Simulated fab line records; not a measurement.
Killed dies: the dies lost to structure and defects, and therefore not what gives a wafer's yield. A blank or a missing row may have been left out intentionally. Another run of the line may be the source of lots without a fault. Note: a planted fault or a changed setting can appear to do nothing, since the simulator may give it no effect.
Which of the tools did it? || flow n5_finfet || Sampling: 11 lots, 33 wafers, 6 of 1938 route steps

== WHAT EACH GAUGE READ, for each wafer ==
N5_PASSIVATION_INSPECT_61: inspects for defects (macro). Usual: 2.0 for raw_defect_count, sd 1.3.
{"lot": "L424", "measured": "day 12 00:38", "on": "defect_inspect-01", "raw_defect_count": "2 1 0", "flag": ""}
{"lot": "L427", "measured": "day 12 10:31", "on": "defect_inspect-02", "raw_defect_count": "1 1 5", "flag": ""}
{"lot": "L425", "measured": "day 12 17:01", "on": "defect_inspect-01", "raw_defect_count": "1 1 3", "flag": ""}
{"lot": "L428", "measured": "day 12 21:31", "on": "defect_inspect-02", "raw_defect_count": "3 1 1", "flag": ""}
{"lot": "L433", "measured": "day 13 23:13", "on": "defect_inspect-01", "raw_defect_count": "2 7 4", "flag": ""}
{"lot": "L437", "measured": "day 15 08:02", "on": "defect_inspect-02", "raw_defect_count": "1 2 3", "flag": ""}
{"lot": "L434", "measured": "day 15 16:12", "on": "defect_inspect-01", "raw_defect_count": "3 4 3", "flag": ""}
{"lot": "L439", "measured": "day 15 16:30", "on": "defect_inspect-02", "raw_defect_count": "1 0 1", "flag": ""}
{"lot": "L441", "measured": "day 16 07:14", "on": "defect_inspect-01", "raw_defect_count": "2 4 1", "flag": ""}
{"lot": "L442", "measured": "day 16 19:32", "on": "defect_inspect-01", "raw_defect_count": "3 4 1", "flag": ""}
{"lot": "L446", "measured": "day 17 04:19", "on": "defect_inspect-01", "raw_defect_count": "2 1 4", "flag": ""}

N5_PASSIVATION_CD_MEAS_44 targets a cd of 40000 nm. Usual: 39998 nm for cd_nm, sd 3.7.
{"lot": "L424", "measured": "day 12 04:59", "on": "cd_sem-03", "cd_nm (nm)": "39998 40005 40002", "flag": ""}
{"lot": "L427", "measured": "day 12 13:56", "on": "cd_sem-01", "cd_nm (nm)": "39997 40002 40003", "flag": ""}
{"lot": "L425", "measured": "day 12 20:48", "on": "cd_sem-02", "cd_nm (nm)": "39997 39995 39994", "flag": ""}
{"lot": "L428", "measured": "day 13 01:59", "on": "cd_sem-01", "cd_nm (nm)": "40005 39996 39998", "flag": ""}
{"lot": "L433", "measured": "day 14 03:11", "on": "cd_sem-02", "cd_nm (nm)": "39996 40003 39997", "flag": ""}
{"lot": "L437", "measured": "day 15 12:08", "on": "cd_sem-03", "cd_nm (nm)": "39993 39996 39997", "flag": ""}
{"lot": "L434", "measured": "day 15 20:01", "on": "cd_sem-01", "cd_nm (nm)": "40001 39999 39998", "flag": ""}
{"lot": "L439", "measured": "day 15 20:45", "on": "cd_sem-01", "cd_nm (nm)": "39998 39997 39998", "flag": ""}
{"lot": "L441", "measured": "day 16 11:12", "on": "cd_sem-01", "cd_nm (nm)": "39994 39998 39997", "flag": ""}
{"lot": "L442", "measured": "day 16 23:35", "on": "cd_sem-01", "cd_nm (nm)": "40001 39994 39998", "flag": ""}
{"lot": "L446", "measured": "day 17 08:26", "on": "cd_sem-01", "cd_nm (nm)": "39994 39996 40000", "flag": ""}

N5_PASSIVATION_INSPECT_57: inspects for defects (macro). Usual: 1.9 for raw_defect_count, sd 1.5.
{"lot": "L424", "measured": "day 12 08:28", "on": "defect_inspect-02", "raw_defect_count": "7 4 2", "flag": ""}
{"lot": "L427", "measured": "day 12 17:43", "on": "defect_inspect-01", "raw_defect_count": "1 6 0", "flag": ""}
{"lot": "L425", "measured": "day 13 00:37", "on": "defect_inspect-02", "raw_defect_count": "1 2 2", "flag": ""}
{"lot": "L428", "measured": "day 13 05:30", "on": "defect_inspect-01", "raw_defect_count": "1 2 1", "flag": ""}
{"lot": "L433", "measured": "day 14 06:40", "on": "defect_inspect-02", "raw_defect_count": "2 3 1", "flag": ""}
{"lot": "L437", "measured": "day 15 15:44", "on": "defect_inspect-01", "raw_defect_count": "0 0 2", "flag": ""}
{"lot": "L434", "measured": "day 15 23:30", "on": "defect_inspect-01", "raw_defect_count": "3 1 >300", "flag": ""}
{"lot": "L439", "measured": "day 16 01:21", "on": "defect_inspect-01", "raw_defect_count": "1 4 3", "flag": ""}
{"lot": "L441", "measured": "day 16 14:47", "on": "defect_inspect-01", "raw_defect_count": "3 0 1", "flag": ""}
{"lot": "L442", "measured": "day 17 03:04", "on": "defect_inspect-01", "raw_defect_count": "2 2 1", "flag": ""}
{"lot": "L446", "measured": "day 17 12:08", "on": "defect_inspect-01", "raw_defect_count": "2 1 2", "flag": ""}

== WHAT TOOL EACH LOT RAN ON (gives the tool, then ch and the chambers of the sampled wafers, and finally the start) ==
{"lot": "L424", "N5_PASSIVATION_ETCH_15": "rie_diel-03 ch 0,2,3, day 12 04:59 or earlier", "N5_PASSIVATION_CLEAN_71": "wet_bench-01 ch 1,4,7, day 12 06:01", "N5_PASSIVATION_PROBE_49": "-"}
{"lot": "L427", "N5_PASSIVATION_ETCH_15": "rie_diel-06 ch 0,1, day 12 13:56 or earlier", "N5_PASSIVATION_CLEAN_71": "wet_bench-01 ch 4,6,7, day 12 15:16", "N5_PASSIVATION_PROBE_49": "prober-02, day 12 17:27"}
{"lot": "L425", "N5_PASSIVATION_ETCH_15": "rie_diel-06 ch 1,2, day 12 20:48 or earlier", "N5_PASSIVATION_CLEAN_71": "wet_bench-05 ch 2,5,7, day 12 22:11", "N5_PASSIVATION_PROBE_49": "-"}
{"lot": "L428", "N5_PASSIVATION_ETCH_15": "rie_diel-03 ch 0,1,2, day 13 01:59 or earlier", "N5_PASSIVATION_CLEAN_71": "wet_bench-01 ch 2,4,7, day 13 03:04", "N5_PASSIVATION_PROBE_49": "-"}
{"lot": "L433", "N5_PASSIVATION_ETCH_15": "rie_diel-03 ch 0,2, day 14 03:11 or earlier", "N5_PASSIVATION_CLEAN_71": "wet_bench-05 ch 3,6,7, day 14 04:13", "N5_PASSIVATION_PROBE_49": "-"}
{"lot": "L437", "N5_PASSIVATION_ETCH_15": "rie_diel-06 ch 0,1,2, day 15 12:08 or earlier", "N5_PASSIVATION_CLEAN_71": "wet_bench-06 ch 0,4,5, day 15 13:17", "N5_PASSIVATION_PROBE_49": "-"}
{"lot": "L434", "N5_PASSIVATION_ETCH_15": "rie_diel-01 ch 0,1,2, day 15 20:01 or earlier", "N5_PASSIVATION_CLEAN_71": "wet_bench-06 ch 0,5,7, day 15 21:04", "N5_PASSIVATION_PROBE_49": "prober-02, day 15 23:09"}
{"lot": "L439", "N5_PASSIVATION_ETCH_15": "rie_diel-03 ch 0,1,2, day 15 20:45 or earlier", "N5_PASSIVATION_CLEAN_71": "wet_bench-05 ch 1,3,4, day 15 22:01", "N5_PASSIVATION_PROBE_49": "-"}
{"lot": "L441", "N5_PASSIVATION_ETCH_15": "rie_diel-01 ch 1,2,3, day 16 11:12 or earlier", "N5_PASSIVATION_CLEAN_71": "wet_bench-01 ch 0,1,3, day 16 12:21", "N5_PASSIVATION_PROBE_49": "-"}
{"lot": "L442", "N5_PASSIVATION_ETCH_15": "rie_diel-01 ch 0,2,3, day 16 23:35 or earlier", "N5_PASSIVATION_CLEAN_71": "wet_bench-05 ch 0,1,7, day 17 00:37", "N5_PASSIVATION_PROBE_49": "-"}
{"lot": "L446", "N5_PASSIVATION_ETCH_15": "rie_diel-01 ch 0,1,3, day 17 08:26 or earlier", "N5_PASSIVATION_CLEAN_71": "wet_bench-01 ch 0,6,7, day 17 09:40", "N5_PASSIVATION_PROBE_49": "-"}
- N5_PASSIVATION_ETCH_15: etches SiCN in CF4/N2, target depth 75 nm, time 81.2 s.
- N5_PASSIVATION_CLEAN_71: cleans in IPA, time 180 s.
- N5_PASSIVATION_PROBE_49

== WHAT THE TOOLS THEMSELVES READ (means of the sampled wafers that have a number; where no wafer has one, the mark that the record gives instead) ==
N5_PASSIVATION_ETCH_15. Usual: drypump_motor_current_A 5.7 A, standard deviation 0.39; n2_flow_sccm 59.99 sccm, standard deviation 0.19; oes_product_au 0.81 a.u., standard deviation 0.092; rf_vpp_V 382.6 V, standard deviation 2.1; showerhead_plenum_p_Torr 2.22 Torr, standard deviation 0.077; throttle_valve_pct 15.35 %, standard deviation 0.23.
{"lot": "L424", "tool": "rie_diel-03", "drypump_motor_current_A (A)": 5.5, "n2_flow_sccm (sccm)": 60.11, "oes_product_au (a.u.)": 0.83, "rf_vpp_V (V)": 383.2, "showerhead_plenum_p_Torr (Torr)": 2.24, "throttle_valve_pct (%)": 15.23, "flag": ""}
{"lot": "L427", "tool": "rie_diel-06", "drypump_motor_current_A (A)": 5.9, "n2_flow_sccm (sccm)": 60.09, "oes_product_au (a.u.)": 0.84, "rf_vpp_V (V)": 382.1, "showerhead_plenum_p_Torr (Torr)": 2.20, "throttle_valve_pct (%)": 15.11, "flag": ""}
{"lot": "L425", "tool": "rie_diel-06", "drypump_motor_current_A (A)": 5.5, "n2_flow_sccm (sccm)": 59.98, "oes_product_au (a.u.)": 0.73, "rf_vpp_V (V)": 381.8, "showerhead_plenum_p_Torr (Torr)": 2.20, "throttle_valve_pct (%)": 15.57, "flag": ""}
{"lot": "L428", "tool": "rie_diel-03", "drypump_motor_current_A (A)": 5.5, "n2_flow_sccm (sccm)": 60.00, "oes_product_au (a.u.)": 0.75, "rf_vpp_V (V)": 383.5, "showerhead_plenum_p_Torr (Torr)": 2.25, "throttle_valve_pct (%)": 15.12, "flag": ""}
{"lot": "L433", "tool": "rie_diel-03", "drypump_motor_current_A (A)": 5.2, "n2_flow_sccm (sccm)": 59.92, "oes_product_au (a.u.)": 0.76, "rf_vpp_V (V)": 382.8, "showerhead_plenum_p_Torr (Torr)": 2.25, "throttle_valve_pct (%)": 15.16, "flag": ""}
{"lot": "L437", "tool": "rie_diel-06", "drypump_motor_current_A (A)": 5.6, "n2_flow_sccm (sccm)": 59.96, "oes_product_au (a.u.)": 0.86, "rf_vpp_V (V)": 381.8, "showerhead_plenum_p_Torr (Torr)": 2.18, "throttle_valve_pct (%)": 15.30, "flag": ""}
{"lot": "L434", "tool": "rie_diel-01", "drypump_motor_current_A (A)": 5.7, "n2_flow_sccm (sccm)": 59.98, "oes_product_au (a.u.)": 0.78, "rf_vpp_V (V)": 384.0, "showerhead_plenum_p_Torr (Torr)": 2.26, "throttle_valve_pct (%)": 15.43, "flag": ""}
{"lot": "L439", "tool": "rie_diel-03", "drypump_motor_current_A (A)": 5.5, "n2_flow_sccm (sccm)": 59.82, "oes_product_au (a.u.)": 0.74, "rf_vpp_V (V)": 383.1, "showerhead_plenum_p_Torr (Torr)": 2.24, "throttle_valve_pct (%)": 15.16, "flag": ""}
{"lot": "L441", "tool": "rie_diel-01", "drypump_motor_current_A (A)": 6.0, "n2_flow_sccm (sccm)": 60.15, "oes_product_au (a.u.)": 0.82, "rf_vpp_V (V)": 382.6, "showerhead_plenum_p_Torr (Torr)": 2.22, "throttle_valve_pct (%)": 15.33, "flag": ""}
{"lot": "L442", "tool": "rie_diel-01", "drypump_motor_current_A (A)": 5.9, "n2_flow_sccm (sccm)": 59.95, "oes_product_au (a.u.)": 0.80, "rf_vpp_V (V)": 382.2, "showerhead_plenum_p_Torr (Torr)": 2.24, "throttle_valve_pct (%)": 15.38, "flag": ""}
{"lot": "L446", "tool": "rie_diel-01", "drypump_motor_current_A (A)": 5.8, "n2_flow_sccm (sccm)": 59.93, "oes_product_au (a.u.)": 0.83, "rf_vpp_V (V)": 381.6, "showerhead_plenum_p_Torr (Torr)": 2.19, "throttle_valve_pct (%)": 15.31, "flag": ""}

N5_PASSIVATION_CLEAN_71. Usual: 24.99 C for temp_c, sd 0.1.
{"lot": "L424", "tool": "wet_bench-01", "temp_c (C)": 24.96, "flag": ""}
{"lot": "L427", "tool": "wet_bench-01", "temp_c (C)": 25.02, "flag": ""}
{"lot": "L425", "tool": "wet_bench-05", "temp_c (C)": 24.99, "flag": ""}
{"lot": "L428", "tool": "wet_bench-01", "temp_c (C)": 25.00, "flag": ""}
{"lot": "L433", "tool": "wet_bench-05", "temp_c (C)": 25.01, "flag": ""}
{"lot": "L437", "tool": "wet_bench-06", "temp_c (C)": 25.05, "flag": ""}
{"lot": "L434", "tool": "wet_bench-06", "temp_c (C)": 24.99, "flag": ""}
{"lot": "L439", "tool": "wet_bench-05", "temp_c (C)": 25.02, "flag": ""}
{"lot": "L441", "tool": "wet_bench-01", "temp_c (C)": 25.07, "flag": ""}
{"lot": "L442", "tool": "wet_bench-05", "temp_c (C)": 24.98, "flag": ""}
{"lot": "L446", "tool": "wet_bench-01", "temp_c (C)": 24.94, "flag": ""}

N5_PASSIVATION_PROBE_49. Usual: defect_limited_yield 91.7 %, standard deviation 1.5; killed_at_M0_to_M3 32, standard deviation 9.6; killed_at_M4_up 13, standard deviation 5.3; killed_at_contacts 12, standard deviation 6.8; killed_at_front_end 36, standard deviation 9.8; killed_at_other 4, standard deviation 3.1; killed_dies 98, standard deviation 17; killed_open 65, standard deviation 13; killed_short 32, standard deviation 8.5; sort_bin_5_function 4.9 %, standard deviation 0.93; sort_bin_6_memory 3.2 %, standard deviation 0.67; sort_n_pass 1082, standard deviation 17; sort_yield_pct 91.7 %, standard deviation 1.4.
{"lot": "L427", "tool": "prober-02", "defect_limited_yield (%)": 92.7, "killed_at_M0_to_M3": 23, "killed_at_M4_up": 12, "killed_at_contacts": 7, "killed_at_front_end": 40, "killed_at_other": 3, "killed_dies": 86, "killed_open": 52, "killed_short": 33, "sort_bin_5_function (%)": 4.0, "sort_bin_6_memory (%)": 3.0, "sort_n_pass": 1094, "sort_yield_pct (%)": 92.7, "flag": ""}
{"lot": "L434", "tool": "prober-02", "defect_limited_yield (%)": 87.8, "killed_at_M0_to_M3": 32, "killed_at_M4_up": 13, "killed_at_contacts": 12, "killed_at_front_end": 36, "killed_at_other": 51, "killed_dies": 144, "killed_open": 59, "killed_short": 36, "sort_bin_5_function (%)": 7.1, "sort_bin_6_memory (%)": 3.7, "sort_n_pass": 1036, "sort_yield_pct (%)": 87.8, "flag": "OFF"}

== THE ANSWER, worked out from the rows above alone ==
Rule: lot off if the mean of its wafers having a number is beyond 3 standard deviations from the usual mean. A lot without any number at a reading at which 4 lots or more have one is off too. Where the step has rows for the other lots, those lots are counted as sound. Order of review: gauges by route order, followed by the tools' own readings, for which a lot's mean as printed above is used. At the first step where some lot is off, the reading lying furthest off is the one used; lots without a number count as furthest.
Off: L434 (N5_PASSIVATION_PROBE_49, killed_at_other). Neither off nor sound, because the step has no rows for them: L424, L425, L428, L433, L437, L439, L441, L442, L446.
A tool fits if, at that step or a process step before it, it ran every lot that is off, and no sound lot after the first of them. Because N5_PASSIVATION_ETCH_15 lacks a start for some lots, the hours and order of its lots are taken from N5_PASSIVATION_CD_MEAS_44. Can't be told from this: 3 tools fit, rie_diel-01 at N5_PASSIVATION_ETCH_15, wet_bench-06 at N5_PASSIVATION_CLEAN_71, prober-02 at N5_PASSIVATION_PROBE_49.

== WHAT THE SIMULATOR HAD INSERTED ==
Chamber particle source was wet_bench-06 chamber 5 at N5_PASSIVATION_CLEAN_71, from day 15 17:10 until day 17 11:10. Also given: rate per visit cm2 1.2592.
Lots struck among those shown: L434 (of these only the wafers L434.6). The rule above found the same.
